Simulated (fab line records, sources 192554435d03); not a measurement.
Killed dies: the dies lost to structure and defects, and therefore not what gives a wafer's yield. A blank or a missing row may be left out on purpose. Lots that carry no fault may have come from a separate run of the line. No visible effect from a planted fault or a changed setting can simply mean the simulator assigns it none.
fab line records | flow n5-finfet
record: lots: 10 | wafers: 27 | last-day: 18
route steps=1938 shown BEOL_M0@726 BEOL_M4@1111 PASSIVATION@1936
lots untouched by any fault: they come from a run of this same line in which no faults occurred
start-h: the number of hours between the record's first day and the start of the first shown wafer of the lot | wait-h: how many hours have passed since the lot's step before this one | " unchanged from the row above | L1.1+2: a single row standing in for several wafers | - no value present, or no start provided | * or withheld: withheld | < > ~ a bound
route shown NAME@n: NAME is a module with steps in the file, n the number in the route of the first one | usual: mean and standard deviation over wafers with no fault | same: alike in all rows | chamber/n: place in a boat | sites: readings site by site | _std_site: standard deviation of those values | _edge_site: inner sites' mean taken away from outer sites' mean | radius-mm: how far each site lies from the wafer's centre | mask NAME#n: copy n | behind: tool/chamber where the wafer was last shaped | hold: reason for holding the lot/hours on hold/outcome of the hold | device: whichever transistor did not switch (one of n, p or np) | end of line: tests run on the same wafers once the route is complete | step lacking rows: just its recipe | killed: dies that structure and defects cost at the first sort, which is not the same as the wafer's yield | map: the dies of a wafer, with x for killed, . for not killed, _ for no die there
set.NAME: setting as actually run; set.NAME@STEP: the setting as run at that earlier step | model.NAME: the simulator's own value behind a step, which no gauge read
one table for each step of the route and one row for each wafer, over a sample of lots
services: a tool's chamber out of use, with start hour (start-h, from the record's first day; less than 0 if before it), hours out, and reason
== steps ==
step: N5_BEOL_M0_ETCH_109
recipe: chemistry: CH3F/O2 | target-depth-a: 80 | overetch-a: 24 | target: SiCN | time-s: 27.4 | ion-energy-ev: 120 | pressure-mtorr: 30 | source-w: 395 | bias-w: 75 | Ar_flow_sccm: 150 | CH3F_flow_sccm: 30 | O2_flow_sccm: 20
usual: drypump-motor-current-A: 5.6/0.55 | oes-product-au: 0.68/0.078 | rf-vpp-V: 297.4/1.7 | showerhead-plenum-p-Torr: 2.01/0.077 | throttle-valve-pct: 16.33/0.23
lot.wafer | tool        | chamber | start-h | wait-h | drypump-motor-current-A | oes-product-au | rf-hours-counter-h | rf-vpp-V | showerhead-plenum-p-Torr | throttle-valve-pct
L210.1    | rie-diel-06 | 1       | 121.85  | 0.2    | 5.9                     | 0.81           | 15                 | 298.6    | 2.13                     | 16.11
L210.3    | "           | 3       | "       | "      | 4.9                     | 0.84           | 5                  | 299.2    | 2.15                     | 16.43
L210.5    | "           | 1       | "       | "      | 5.9                     | 0.81           | -                  | 298.8    | 2.13                     | 16.11
L213.2    | rie-diel-04 | 2       | 131.21  | 0.1    | 6.8                     | 0.60           | 204                | 297.6    | 1.99                     | 16.77
L213.3    | "           | 1       | "       | "      | 5.7                     | 0.67           | 162                | 296.1    | 1.91                     | 15.98
L213.4    | "           | 3       | "       | "      | 5.8                     | 0.63           | 173                | 297.3    | 2.01                     | 16.26
L215.2    | rie-diel-06 | 2       | 153.75  | 0.0    | 5.3                     | 0.60           | 232                | 299.1    | 2.05                     | 16.53
L215.3    | "           | 3       | "       | "      | 4.9                     | 0.81           | 15                 | 300.6    | 2.15                     | 16.47
L215.5    | "           | 3       | "       | "      | 5.0                     | 0.81           | -                  | 300.3    | 2.15                     | 16.46
L221.3    | rie-diel-03 | 0       | 186.12  | 0.3    | 5.1                     | 0.67           | 107                | 299.4    | 2.09                     | 16.36
L221.5    | "           | 0       | "       | "      | 5.2                     | 0.68           | -                  | 298.3    | 2.09                     | 16.34
L221.6    | "           | 3       | "       | "      | 5.7                     | 0.69           | -                  | 296.2    | 1.94                     | 16.16
L225.5    | rie-diel-04 | 2       | 213.95  | 0.1    | 6.8                     | 0.59           | -                  | 296.9    | 1.98                     | 16.81
L225.6    | "           | 3       | "       | "      | 5.8                     | 0.60           | -                  | 298.0    | 2.00                     | 16.31
L224.5    | rie-diel-04 | 1       | 215.12  | 0.1    | 5.7                     | 0.64           | -                  | 295.8    | 1.90                     | 16.02
L224.6    | "           | 0       | "       | "      | 5.0                     | 0.71           | -                  | 296.7    | 1.95                     | 16.40
L226.1    | rie-diel-03 | 2       | 215.32  | 0.2    | 5.6                     | 0.71           | 84                 | 297.6    | 1.93                     | 16.37
L226.6    | "           | 3       | "       | "      | 5.7                     | 0.68           | -                  | 295.8    | 1.94                     | 16.17
L227.1    | rie-diel-04 | 3       | 220.70  | 0.0    | 5.8                     | 0.59           | 200                | 296.8    | 2.00                     | 16.31
L227.4    | "           | 0       | "       | "      | 4.9                     | 0.69           | 106                | 296.8    | 1.95                     | 16.42
L227.6    | "           | 3       | "       | "      | 5.8                     | 0.60           | -                  | 297.4    | 2.00                     | 16.32
L228.2    | rie-diel-04 | 0       | 228.32  | 0.2    | 4.9                     | 0.68           | 108                | 294.9    | 1.95                     | 16.43
L228.3    | "           | 1       | "       | "      | 5.7                     | 0.63           | 191                | 296.7    | 1.90                     | 16.04
L228.6    | "           | 2       | "       | "      | 6.8                     | 0.58           | -                  | 297.0    | 1.98                     | 16.84
L230.3    | rie-diel-04 | 1       | 238.62  | 0.0    | 5.7                     | 0.62           | 194                | 295.4    | 1.90                     | 16.05
L230.5    | "           | 0       | "       | "      | 4.9                     | 0.67           | -                  | 295.9    | 1.94                     | 16.43
L230.6    | "           | 3       | "       | "      | 5.8                     | 0.60           | -                  | 296.5    | 2.00                     | 16.33
step: N5_BEOL_M0_ANNEAL_133
recipe: temp-c: 400 | time-s: 60 | ambient: vacuum
usual: heater-power-w: 844/55
lot.wafer | tool           | chamber | start-h | wait-h | heater-power-w
L210.1    | pvd-sputter-03 | -       | 123.29  | 0.0    | 940
L210.3    | "              | -       | "       | "      | 793
L210.5    | "              | -       | "       | "      | 919
L213.2    | pvd-sputter-02 | -       | 132.60  | 0.0    | 911
L213.3    | "              | -       | "       | "      | 827
L213.4    | "              | -       | "       | "      | 779
L215.2    | pvd-sputter-01 | -       | 156.52  | 0.0    | 853
L215.3    | "              | -       | "       | "      | 841
L215.5    | "              | -       | "       | "      | 819
L221.3    | pvd-sputter-03 | -       | 189.20  | 0.0    | 915
L221.5    | "              | -       | "       | "      | 911
L221.6    | "              | -       | "       | "      | 808
L225.5    | pvd-sputter-02 | -       | 215.20  | 0.0    | 809
L225.6    | "              | -       | "       | "      | 946
L224.5    | pvd-sputter-02 | -       | 216.02  | 0.0    | 771
L224.6    | "              | -       | "       | "      | 846
L226.1    | pvd-sputter-01 | -       | 216.39  | 0.0    | 795
L226.6    | "              | -       | "       | "      | 842
L227.1    | pvd-sputter-02 | -       | 222.44  | 0.0    | 773
L227.4    | "              | -       | "       | "      | 921
L227.6    | "              | -       | "       | "      | 944
L228.2    | pvd-sputter-01 | -       | 230.86  | 0.0    | 804
L228.3    | "              | -       | "       | "      | 806
L228.6    | "              | -       | "       | "      | 779
L230.3    | pvd-sputter-01 | -       | 239.75  | 0.0    | 828
L230.5    | "              | -       | "       | "      | 835
L230.6    | "              | -       | "       | "      | 810
step: N5_BEOL_M0_CMP_120
recipe: stop-on: SiOC | t-overpolish-s: 6.9 | down-force-psi: 1 | platen-rpm: 50 | clearing-platen-down-force-psi: 1.5 | clearing-platen-rpm: 50 | post-cmp-clean: cu-alkaline | clearing-platen-pad-velocity-m-s: 0.99484 | pad-velocity-m-s: 0.99484
usual: barrier-field-endpoint-s: 3.60/0.12 | clearing-platen-down-force-psi: 1.500/0.0031 | motor-current-A: 5.8/0.53 | overpolish-run-s: 6.900/0.0085 | time-to-endpoint-s: 60.6/2.5
lot.wafer | tool   | chamber | start-h | wait-h | barrier-field-endpoint-s | clearing-platen-down-force-psi | motor-current-A | overpolish-run-s | time-to-endpoint-s
L210.1    | cmp-02 | 0       | 124.03  | 0.3    | 3.58                     | 1.504                          | 5.2             | 6.895            | 59.0
L210.3    | "      | 2       | "       | "      | 3.58                     | 1.503                          | 5.6             | 6.893            | 61.9
L210.5    | "      | 1       | "       | "      | 3.41                     | 1.504                          | 6.2             | 6.900            | 59.0
L213.2    | cmp-04 | 2       | 133.29  | 0.2    | 3.54                     | 1.500                          | 6.5             | 6.915            | 60.6
L213.4    | "      | 3       | "       | "      | 3.49                     | 1.497                          | 5.7             | 6.896            | 55.9
L213.3    | "      | 0       | "       | "      | 3.54                     | 1.507                          | 6.7             | 6.893            | 54.4
L215.2    | cmp-02 | 3       | 157.21  | 0.2    | 3.50                     | 1.499                          | 5.2             | 6.900            | 59.0
L215.3    | "      | 1       | "       | "      | 3.62                     | 1.503                          | 6.1             | 6.911            | 61.9
L215.5    | "      | 3       | "       | "      | 3.36                     | 1.501                          | 5.8             | 6.909            | 61.7
L221.3    | cmp-02 | 3       | 189.87  | 0.2    | 3.91                     | 1.499                          | 5.5             | 6.906            | 63.5
L221.5    | "      | 3       | "       | "      | 4.00                     | 1.500                          | 5.7             | 6.897            | 63.6
L221.6    | "      | 0       | "       | "      | 7.75                     | 1.498                          | 5.3             | 6.902            | 80.6
L225.5    | cmp-02 | 1       | 216.54  | 0.2    | 3.51                     | 1.500                          | 6.3             | 6.881            | 61.0
L225.6    | "      | 2       | "       | "      | 7.05                     | 1.500                          | 5.5             | 6.902            | 82.7
L224.6    | cmp-02 | 1       | 216.94  | 0.2    | 7.40                     | 1.502                          | 6.5             | 6.908            | 81.2
L224.5    | "      | 2       | "       | "      | 3.58                     | 1.498                          | 5.4             | 6.897            | 63.8
L226.1    | cmp-04 | 1       | 217.13  | 0.3    | 3.53                     | 1.497                          | 5.8             | 6.895            | 60.6
L226.6    | "      | 0       | "       | "      | 3.38                     | 1.499                          | 7.1             | 6.903            | 59.7
L227.4    | cmp-03 | 1       | 223.13  | 0.2    | 3.81                     | 1.499                          | 5.7             | 6.907            | 63.7
L227.1    | "      | 2       | "       | "      | 3.75                     | 1.496                          | 5.4             | 6.906            | 61.2
L227.6    | "      | 1       | "       | "      | 3.80                     | 1.499                          | 5.7             | 6.901            | 61.1
L228.3    | cmp-04 | 1       | 231.63  | 0.2    | 3.79                     | 1.499                          | 6.1             | 6.903            | 61.3
L228.2    | "      | 3       | "       | "      | 3.54                     | 1.501                          | 6.1             | 6.895            | 60.9
L228.6    | "      | 0       | "       | "      | 3.60                     | 1.501                          | 7.0             | 6.897            | 54.5
L230.3    | cmp-04 | 2       | 240.51  | 0.2    | 3.75                     | 1.497                          | 6.4             | 6.897            | 61.1
L230.6    | "      | 2       | "       | "      | 3.72                     | 1.495                          | 6.0             | 6.894            | 62.0
L230.5    | "      | 3       | "       | "      | 3.61                     | 1.493                          | 5.9             | 6.899            | 61.1
step: N5_BEOL_M0_PRE_CLEAN_131
recipe: gas: NH3/H2 | time-s: 15 | temp-c: * | rf-power-w: 300
usual: heater-power-outer-w: 29/13 | heater-power-w: 96/19
lot.wafer | tool      | chamber | start-h | wait-h | heater-power-outer-w | heater-power-w
L210.1    | cvd-co-02 | 0       | 124.36  | 0.0    | 22                   | 97
L210.3    | "         | 0       | "       | "      | 22                   | 99
L210.5    | "         | 2       | "       | "      | 20                   | 77
L213.2    | cvd-co-02 | 0       | 133.62  | 0.0    | 22                   | 99
L213.3    | "         | 2       | "       | "      | 21                   | 78
L213.4    | "         | 0       | "       | "      | 22                   | 99
L215.2    | cvd-co-01 | 1       | 157.51  | 0.0    | 50                   | 120
L215.3    | "         | 2       | "       | "      | 20                   | 76
L215.5    | "         | 2       | "       | "      | 19                   | 77
L221.3    | cvd-co-02 | 2       | 190.20  | 0.0    | 21                   | 80
L221.5    | "         | 1       | "       | "      | 12                   | 76
L221.6    | "         | 2       | "       | "      | 21                   | 79
L225.5    | cvd-co-02 | 2       | 216.77  | 0.1    | 20                   | 80
L225.6    | "         | 0       | "       | "      | 23                   | 99
L224.5    | cvd-co-01 | 0       | 217.14  | 0.1    | 40                   | 115
L224.6    | "         | 1       | "       | "      | 50                   | 122
L226.1    | cvd-co-01 | 0       | 217.39  | 0.0    | 39                   | 112
L226.6    | "         | 0       | "       | "      | 39                   | 115
L227.1    | cvd-co-01 | 2       | 223.42  | 0.0    | 19                   | 77
L227.4    | "         | 2       | "       | "      | 20                   | 79
L227.6    | "         | 0       | "       | "      | 40                   | 112
L228.2    | cvd-co-02 | 0       | 231.92  | 0.0    | 23                   | 99
L228.3    | "         | 2       | "       | "      | 20                   | 79
L228.6    | "         | 1       | "       | "      | 12                   | 78
L230.3    | cvd-co-01 | 0       | 240.84  | 0.0    | 39                   | 117
L230.5    | "         | 2       | "       | "      | 19                   | 79
L230.6    | "         | 1       | "       | "      | 50                   | 122
step: N5_BEOL_M0_INSPECT_127
recipe: inspect-instrument: darkfield | mode: post-dep
usual: raw-defect-count: 69/28
lot.wafer | tool              | chamber | start-h | wait-h | raw-defect-count
L210.1    | defect-inspect-02 | -       | 124.67  | 0.0    | 69
L210.3    | "                 | -       | "       | "      | 74
L210.5    | "                 | -       | "       | "      | 73
L213.2    | defect-inspect-02 | -       | 133.92  | 0.0    | 52
L213.3    | "                 | -       | "       | "      | 41
L213.4    | "                 | -       | "       | "      | 54
L215.2    | defect-inspect-02 | -       | 157.79  | 0.0    | 42
L215.3    | "                 | -       | "       | "      | 68
L215.5    | "                 | -       | "       | "      | 62
L221.3    | defect-inspect-01 | -       | 190.46  | 0.0    | 73
L221.5    | "                 | -       | "       | "      | 79
L221.6    | "                 | -       | "       | "      | 3599
L225.5    | defect-inspect-01 | -       | 217.00  | 0.0    | 44
L225.6    | "                 | -       | "       | "      | 3486
L224.5    | defect-inspect-01 | -       | 217.37  | 0.0    | 62
L224.6    | "                 | -       | "       | "      | 3551
L226.1    | defect-inspect-01 | -       | 217.64  | 0.0    | 68
L226.6    | "                 | -       | "       | "      | 39
L227.1    | defect-inspect-01 | -       | 223.67  | 0.0    | 75
L227.4    | "                 | -       | "       | "      | 76
L227.6    | "                 | -       | "       | "      | 70
L228.2    | defect-inspect-01 | -       | 232.17  | 0.0    | 27
L228.3    | "                 | -       | "       | "      | 39
L228.6    | "                 | -       | "       | "      | 90
L230.3    | defect-inspect-02 | -       | 241.09  | 0.0    | 67
L230.5    | "                 | -       | "       | "      | 36
L230.6    | "                 | -       | "       | "      | 65
step: N5_BEOL_M4_RC_MEAS_101
usual: DIBL_N: 36.0/2.2 | DIBL_P: 36.2/2.4 | IOFF_N: 0.16/0.035 | IOFF_P: 0.21/0.037 | ION_N: 672/13 | ION_P: 461/7 | SS_N: 71.4/0.69 | SS_P: 73.2/0.75 | VT_N: 250/3.4 | VT_P: -251/3
lot.wafer | tool      | chamber | start-h | wait-h | DIBL_N[mV/V] | DIBL_P[mV/V] | IOFF_N[nA/um] | IOFF_P[nA/um] | ION_N[uA/um] | ION_P[uA/um] | SS_N[mV/dec] | SS_P[mV/dec] | VT_N[mV] | VT_P[mV]
L210.1    | prober-01 | 0       | 205.02  | 0.0    | 33.9         | 34.2         | 0.12          | 0.17          | 659          | 451          | 71.3         | 73.7         | 252      | -257
L210.3    | "         | 0       | "       | "      | 35.4         | 35.7         | 0.16          | 0.19          | 677          | 457          | 71.1         | 73.4         | 250      | -253
L210.5    | "         | 0       | "       | "      | 35.7         | 36.5         | 0.17          | 0.21          | 694          | 467          | 70.8         | 73.6         | 246      | -252
L213.2    | prober-01 | 0       | 207.96  | 0.3    | 37.4         | 36.8         | 0.14          | 0.21          | 676          | 465          | 71.4         | 73.0         | 254      | -247
L213.3    | "         | 0       | "       | "      | 36.3         | 36.0         | 0.13          | 0.20          | 670          | 468          | 71.3         | 72.5         | 252      | -250
L213.4    | "         | 0       | "       | "      | 33.0         | 32.4         | 0.09          | 0.15          | 649          | 456          | 70.2         | 72.0         | 257      | -251
L215.2    | prober-02 | 0       | 236.88  | 0.2    | 37.0         | 39.5         | 0.18          | 0.26          | 667          | 465          | 72.0         | 74.1         | 252      | -250
L215.3    | "         | 0       | "       | "      | 36.6         | 38.0         | 0.17          | 0.23          | 674          | 460          | 71.6         | 74.1         | 248      | -251
L215.5    | "         | 0       | "       | "      | 34.1         | 35.2         | 0.13          | 0.19          | 660          | 463          | 71.6         | 72.9         | 254      | -254
L221.3    | prober-02 | 0       | 273.10  | 0.3    | 31.8         | 33.3         | 0.11          | 0.16          | 651          | 452          | 70.9         | 73.1         | 254      | -254
L221.5    | "         | 0       | "       | "      | 35.7         | 37.8         | 0.16          | 0.22          | 663          | 458          | 72.4         | 73.2         | 248      | -252
L225.5    | prober-02 | 0       | 300.07  | 0.6    | 35.8         | 37.0         | 0.16          | 0.23          | 677          | 463          | 71.8         | 73.0         | 250      | -248
L227.1    | prober-01 | 0       | 302.65  | 0.0    | 36.3         | 34.9         | 0.13          | 0.19          | 659          | 452          | 71.5         | 73.4         | 252      | -250
L227.4    | "         | 0       | "       | "      | 32.1         | 30.5         | 0.09          | 0.14          | 651          | 450          | 69.7         | 72.0         | 258      | -256
L227.6    | "         | 0       | "       | "      | 32.0         | 30.6         | 0.09          | 0.14          | 647          | 452          | 69.8         | 71.9         | 259      | -254
L224.5    | prober-02 | 0       | 302.73  | 0.6    | 36.6         | 37.7         | 0.17          | 0.22          | 665          | 464          | 72.0         | 73.7         | 251      | -252
L226.1    | prober-02 | 0       | 303.93  | 0.0    | 34.0         | 34.4         | 0.13          | 0.17          | 664          | 454          | 71.3         | 72.1         | 252      | -252
L226.6    | "         | 0       | "       | "      | 34.9         | 34.8         | 0.14          | 0.18          | 663          | 455          | 72.2         | 72.4         | 252      | -253
L228.2    | prober-01 | 0       | 304.76  | 0.2    | 40.9         | 41.1         | 0.26          | 0.30          | 700          | 476          | 72.6         | 75.2         | 243      | -247
L228.3    | "         | 0       | "       | "      | 38.3         | 37.2         | 0.18          | 0.23          | 689          | 466          | 71.8         | 73.6         | 249      | -251
L228.6    | "         | 0       | "       | "      | 38.9         | 38.2         | 0.20          | 0.24          | 691          | 462          | 71.8         | 74.7         | 249      | -249
L230.3    | prober-01 | 0       | 316.21  | 0.3    | 36.3         | 35.8         | 0.16          | 0.18          | 681          | 460          | 71.5         | 72.7         | 248      | -254
L230.5    | "         | 0       | "       | "      | 36.5         | 36.5         | 0.16          | 0.19          | 684          | 460          | 71.9         | 73.1         | 253      | -252
L230.6    | "         | 0       | "       | "      | 39.1         | 39.1         | 0.21          | 0.23          | 696          | 462          | 71.9         | 73.3         | 245      | -251
step: N5_PASSIVATION_PROBE_49
usual: defect-limited-yield: 91.2/1.4 | killed_at_M0_to_M3: 34/9.4 | killed_at_M4_up: 14/5.6 | killed-at-contacts: 13/7.8 | killed-at-front-end: 37/10 | killed-at-other: 4/3.3 | killed-dies: 103/17 | killed-on-rim: 14/3.5 | killed-open: 68/13 | killed-short: 33/8.2 | sort_bin_5_function: 5.1/0.92 | sort_bin_6_memory: 3.3/0.71 | sort_bin_8_speed: 0.01/0.043 | sort-n-pass: 1077/17 | sort-yield-pct: 91.2/1.4
same: gross-dies: 1180 | killed-at-back-side: 0 | sort_bin_4_leakage[%]: 0
lot.wafer | tool      | chamber | start-h | wait-h | defect-limited-yield[%] | killed_at_M0_to_M3 | killed_at_M4_up | killed-at-contacts | killed-at-front-end | killed-at-other | killed-dies | killed-on-rim | killed-open | killed-short | sort_bin_5_function[%] | sort_bin_6_memory[%] | sort_bin_8_speed[%] | sort-n-pass | sort-yield-pct[%]
L221.3    | prober-01 | -       | 378.02  | 0.1    | 91.6                    | 45                 | 6               | 4                  | 41                  | 3               | 99          | 12            | 56          | 43           | 5.0                    | 3.1                  | 0                   | 1081        | 91.6
L221.5    | prober-01 | -       | 378.12  | 0.2    | 92.0                    | 45                 | 14              | 7                  | 20                  | 8               | 94          | 16            | 69          | 25           | 5.1                    | 2.5                  | 0                   | 1086        | 92.0
L221.6    | prober-01 | -       | 378.17  | 0.3    | 0                       | 1124               | 12              | 12                 | 32                  | 0               | 1180        | 152           | 61          | 32           | 5.3                    | 2.3                  | 0                   | 0           | 0
L225.5    | prober-01 | -       | 410.07  | 0.2    | 93.1                    | 29                 | 9               | 5                  | 38                  | 1               | 82          | 16            | 53          | 23           | 4.0                    | 2.5                  | 0                   | 1098        | 93.1
L225.6    | prober-01 | -       | 410.12  | 0.3    | 0                       | 1131               | 6               | 11                 | 30                  | 2               | 1180        | 152           | 51          | 25           | 3.2                    | 2.7                  | 0                   | 0           | 0
L224.5    | prober-02 | -       | 418.87  | 0.2    | 91.9                    | 30                 | 11              | 5                  | 40                  | 9               | 95          | 13            | 68          | 25           | 4.4                    | 3.6                  | 0                   | 1085        | 91.9
L224.6    | prober-02 | -       | 418.92  | 0.3    | 0                       | 1128               | 3               | 14                 | 33                  | 2               | 1180        | 152           | 67          | 25           | 4.7                    | 2.7                  | 0                   | 0           | 0
killed by level:class
L221.3 BEOL_M0_SAQP:geometric-particle:short=14 BEOL_M0_SAQP:geometric-particle:open=13 FIN_SAQP:geometric-particle:open=11 FIN_SAQP:geometric-particle:short=6 GATE_CUT:geometric-particle:short=6 BEOL_M1:geometric-particle:open=5 BEOL_M2:geometric-particle:open=5 STARTING-WAFER:geometric-particle:short=5
L221.5 BEOL_M0_SAQP:geometric-particle:open=17 BEOL_M0_SAQP:geometric-particle:short=12 BEOL_M4:geometric-particle:open=9 BEOL_M1:geometric-particle:open=7 MOL_CONTACT_COAG:geometric-particle:open=6 STI_FIN_REVEAL:geometric-particle:open=5 FIN_SAQP:geometric-particle:open=4 BEOL_M3:geometric-particle:open=4
L221.6 BEOL_M0:area-cmp=1087 MOL_CONTACT_COAG:geometric-particle:open=11 STI_FIN_REVEAL:geometric-particle:open=10 BEOL_M0_SAQP:geometric-particle:open=10 BEOL_M1:geometric-particle:open=7 BEOL_M2:geometric-particle:open=7 FIN_SAQP:geometric-particle:short=6 BEOL_M5:geometric-particle:open=6
L225.5 STI_FIN_REVEAL:geometric-particle:open=9 BEOL_M0_SAQP:geometric-particle:open=8 BEOL_M1:geometric-particle:open=6 FIN_SAQP:geometric-particle:short=5 MOL_CONTACT_COAG:geometric-particle:open=5 BEOL_M1:geometric-particle:short=5 STARTING-WAFER:geometric-particle:short=5 HKMG_FIN:area-etch=5
L225.6 BEOL_M0:area-cmp=1104 STI_FIN_REVEAL:geometric-particle:open=12 BEOL_M2:geometric-particle:open=10 MOL_CONTACT_COAG:geometric-particle:open=8 BEOL_M0_SAQP:geometric-particle:open=6 BEOL_M1:geometric-particle:open=5 BEOL_M0_SAQP:geometric-particle:short=4 FIN_SAQP:geometric-particle:short=3
L224.5 BEOL_M3:geometric-particle:open=9 STI_FIN_REVEAL:geometric-particle:open=8 BEOL_M4:geometric-particle:open=8 FIN_SAQP:geometric-particle:open=6 BEOL_M1:geometric-particle:open=6 GATE_CUT:geometric-particle:short=5 MOL_CONTACT_COAG:geometric-particle:open=5 BEOL_M3:geometric-particle:short=4
L224.6 BEOL_M0:area-cmp=1087 BEOL_M3:geometric-particle:open=13 MOL_CONTACT_COAG:geometric-particle:open=12 STI_FIN_REVEAL:geometric-particle:open=9 DUMMY_GATE:geometric-particle:open=6 BEOL_M0_SAQP:geometric-particle:short=6 BEOL_M1:geometric-particle:open=6 BEOL_M0_SAQP:geometric-particle:open=4
== services ==
tool           | chamber | start-h | hours | kind
cmp-04         | -       | 112.58  | 3.5   | pm
rie-diel-06    | 0       | 112.78  | -     | clean
rie-diel-06    | 0       | 112.78  | -     | consumable-replace:focus-ring
rie-diel-06    | 0       | 112.78  | 17.8  | scheduled-down
rie-diel-06    | 0       | 112.78  | 17.8  | vent-cycle
cvd-co-02      | 1       | 114.67  | -     | clean
cvd-co-02      | 1       | 114.67  | 22.0  | scheduled-down
cvd-co-02      | 1       | 114.67  | 22.0  | vent-cycle
cmp-02         | -       | 129.15  | 4.9   | repair
cvd-co-01      | 1       | 129.59  | 16.6  | repair
pvd-sputter-02 | -       | 139.65  | 3.9   | repair
rie-diel-04    | 2       | 142.43  | 9.2   | repair
pvd-sputter-03 | -       | 144.16  | 23.3  | repair
cvd-co-02      | 0       | 151.94  | 5.1   | repair
rie-diel-04    | 3       | 166.11  | 2.1   | repair
pvd-sputter-02 | -       | 183.42  | 2.3   | repair
rie-diel-06    | -       | 202.66  | 1.0   | repair
cmp-02         | -       | 205.60  | 1.3   | repair
cmp-04         | -       | 209.07  | 7.8   | pm
cmp-02         | -       | 209.24  | 0.8   | repair
cmp-04         | -       | 223.01  | 2.0   | repair
cmp-02         | -       | 235.91  | 4.0   | pm
cmp-02         | -       | 239.91  | -     | consumable-replace:conditioner
cmp-02         | -       | 239.91  | -     | consumable-replace:pad
== key ==
first-sign: step: N5_BEOL_M0_CMP_120 | reading: barrier-field-endpoint-s | direction: up | sigmas: 30 | usual: 3.60 | struck: 7.40
effect: step: N5_BEOL_M0_CMP_120 | reading: time-to-endpoint-s | direction: up | sigmas: 8.2 | usual: * | struck: *
effect: step: N5_BEOL_M0_INSPECT_127 | reading: raw-defect-count | direction: up | sigmas: 99+ | usual: 69 | struck: 3545
effect: step: N5_PASSIVATION_PROBE_49 | reading: killed_at_M0_to_M3 | direction: up | sigmas: 99+ | usual: 34 | struck: 1128
more-kills-born-at: N5_BEOL_M0_CMP_120@cmp-02: 3278
met-at N5_BEOL_M0_CMP_120
struck-lots L221,L224,L225
struck-wafers L221.6,L224.6,L225.6
later-rows-left-out L221.6,L224.6,L225.6
not-acting-at N5_BEOL_M0_ETCH_109,N5_BEOL_M0_ANNEAL_133,N5_BEOL_M0_PRE_CLEAN_131
onset-between 157.21 189.87
fault: kind: process-parameter-drift | tool: cmp-02 | chamber: - | onset-h: 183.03 | steps: N5_BEOL_M0_CMP_120 | channel: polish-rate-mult | offset: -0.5 | shape: step | end-h: 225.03 | scope: struck-wafers-only
later-rows-left-out: the simulator's readings of these wafers behind a module that went badly wrong aren't trusted and aren't shown, but for the sort
